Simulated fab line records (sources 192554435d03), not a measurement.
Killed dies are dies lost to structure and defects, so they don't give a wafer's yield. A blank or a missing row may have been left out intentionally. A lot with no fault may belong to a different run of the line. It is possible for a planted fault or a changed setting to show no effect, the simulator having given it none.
Split-lot experiment    flow n5Finfet    on a route of 1938 steps: 7 lots, 21 wafers read

SPLIT DETAILS
At N5_DUMMY_GATE_COAT_34 (time 60 s, resist thk 60 nm), the setting spinRpm was moved away from the recipe's 1500 rpm on 4 of the 21 wafers read, by -10.5% to +8.7%. The other wafers ran this setting at the recipe's value.

FROM THE SPLIT TO THE READING: what the file shows between them, 12 steps
- N5_DUMMY_GATE_EXPOSE_12: exposes mask GATE, target cd 25 nm (also split here: doseMj)
- N5_DUMMY_GATE_PEB_13: peb time 60 s
- N5_DUMMY_GATE_DEVELOP_14: develop time 30 s
- N5_DUMMY_GATE_CD_MEAS_15: target cd 25.8 nm
- N5_DUMMY_GATE_ETCH_29: etches underlayer in N2/H2, target depth 13 nm
- N5_DUMMY_GATE_ETCH_36: etches SiARC in CF4, target depth 13 nm
- N5_DUMMY_GATE_ETCH_37: etches SOC in N2/H2, target depth 60 nm, overetch 30 nm
- N5_DUMMY_GATE_STRIP_38: strips in N2/H2
- N5_DUMMY_GATE_STRIP_39: strips in N2/H2
- N5_DUMMY_GATE_TRIM_49: chemistry O2, time 29 s, target cd 14 nm
- N5_DUMMY_GATE_STRIP_40: strips in CF4
- N5_DUMMY_GATE_CD_MEAS_50: target cd 14 nm

THE READING
SOC_of_DUMMY_GATE_COAT_34.thkNm (the simulator's own value, which no gauge read), in nm, at N5_DUMMY_GATE_ETCH_31 (etches SiO2 in C4F6/O2, target depth 82.5 nm, time 27.5 s). The file does not state a usual value for it. Average 51.8 nm, standard deviation 0.23 nm, over the 17 wafers here run with the recipe.

wafer   tool, chamber at the split  spinRpm as run, rpm  against the recipe  SOC_of_DUMMY_GATE_COAT_34.thkNm, nm  against lot-mates on the recipe
L075.1  lithoTrack-05, 0            1500                 recipe              52                                   -
L075.2  lithoTrack-05, 0            1500                 recipe              52                                   -
L075.3  lithoTrack-05, 0            1500                 recipe              51.6                                 -
L076.1  lithoTrack-02, 0            1500                 recipe              51.8                                 -
L076.6  lithoTrack-02, 0            1500                 recipe              51.8                                 -
L076.2  lithoTrack-02, 0            1453                 -3.1%               52.8                                 +1.0
L077.4  lithoTrack-05, 0            1342                 -10.5%              55.4                                 +4.0
L077.5  lithoTrack-05, 0            1500                 recipe              51.4                                 -
L077.6  lithoTrack-05, 0            1342                 -10.5%              55.2                                 +3.8
L080.1  lithoTrack-05, 0            1500                 recipe              52                                   -
L080.5  lithoTrack-05, 0            1500                 recipe              52                                   -
L080.6  lithoTrack-05, 0            1500                 recipe              52                                   -
L085.1  lithoTrack-05, 0            1500                 recipe              52                                   -
L085.5  lithoTrack-05, 0            1500                 recipe              52                                   -
L085.2  lithoTrack-05, 0            1500                 recipe              51.8                                 -
L095.1  lithoTrack-03, 0            1500                 recipe              51.6                                 -
L095.3  lithoTrack-03, 0            1500                 recipe              52                                   -
L095.6  lithoTrack-03, 0            1500                 recipe              52                                   -
L096.1  lithoTrack-03, 0            1500                 recipe              51.4                                 -
L096.4  lithoTrack-03, 0            1500                 recipe              51.4                                 -
L096.6  lithoTrack-03, 0            1630                 +8.7%               48.8                                 -2.6

THE FIT
A straight line over all 21 wafers: SOC_of_DUMMY_GATE_COAT_34.thkNm changes by -0.335 nm for each +1% of spinRpm; r = -0.99; the points scatter about the line by 0.22 nm.
The same after taking each lot's own level away (the mean of its wafers on the recipe; 21 wafers): -0.35 nm for each +1%; r = -0.99; scatter 0.17 nm.
The reading moves by 3.7 nm for the largest change in spinRpm, on that fit.
Measured against the standard deviation above, the lots' own levels, which go from 51.40 to 52.00 nm, span 2.6 times it.
The two slopes are in agreement: the lot-to-lot level therefore moves the slope only a little.
Check: for one of the wafers moved furthest among these (-10.5%), held out of the fit, the line's prediction against its lot-mates is +3.55 nm. Against them it came out at +4 nm.

THESE WAFERS: OTHER SPLITS
Note: prior to the reading, these wafers also went through further splits. Each is held against what the fit with the lots' levels taken away leaves over:
other split on the same wafers           wafers away from the commonest value  r with SOC_of_DUMMY_GATE_COAT_34.thkNm (lot level and that fit taken away)
N5_PMOS_HMC_CHANNEL_EPI_PEB_07 pebTempC  3                                     -0.03
N5_FIN_CUT_COAT_02 spinRpm               5                                     +0.20
N5_DUMMY_GATE_EXPOSE_12 doseMj           5                                     +0.13

THE WHOLE CHAIN: every reading that the file lists as answering this split, in the file's order
step                   what it does                                               reading                                                                           change (the file's fit)                r (the file's)
N5_DUMMY_GATE_COAT_34  time 60 s, resist thk 60 nm                                SOC_of_DUMMY_GATE_COAT_34.thkNm (the simulator's own value, which no gauge read)  -0.322 nm for each +1% of the setting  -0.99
N5_DUMMY_GATE_ETCH_37  etches SOC in N2/H2, target depth 60 nm, overetch 30 nm    etch.depthNm (the simulator's own value, which no gauge read)                     -0.327 nm for each +1% of the setting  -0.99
N5_DUMMY_GATE_ETCH_31  etches SiO2 in C4F6/O2, target depth 82.5 nm, time 27.5 s  SOC_of_DUMMY_GATE_COAT_34.thkNm (the simulator's own value, which no gauge read)  -0.341 nm for each +1% of the setting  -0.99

THE FILE'S OWN FIT
SOC_of_DUMMY_GATE_COAT_34.thkNm changes by -0.341 nm for each +1% of spinRpm, r = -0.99.
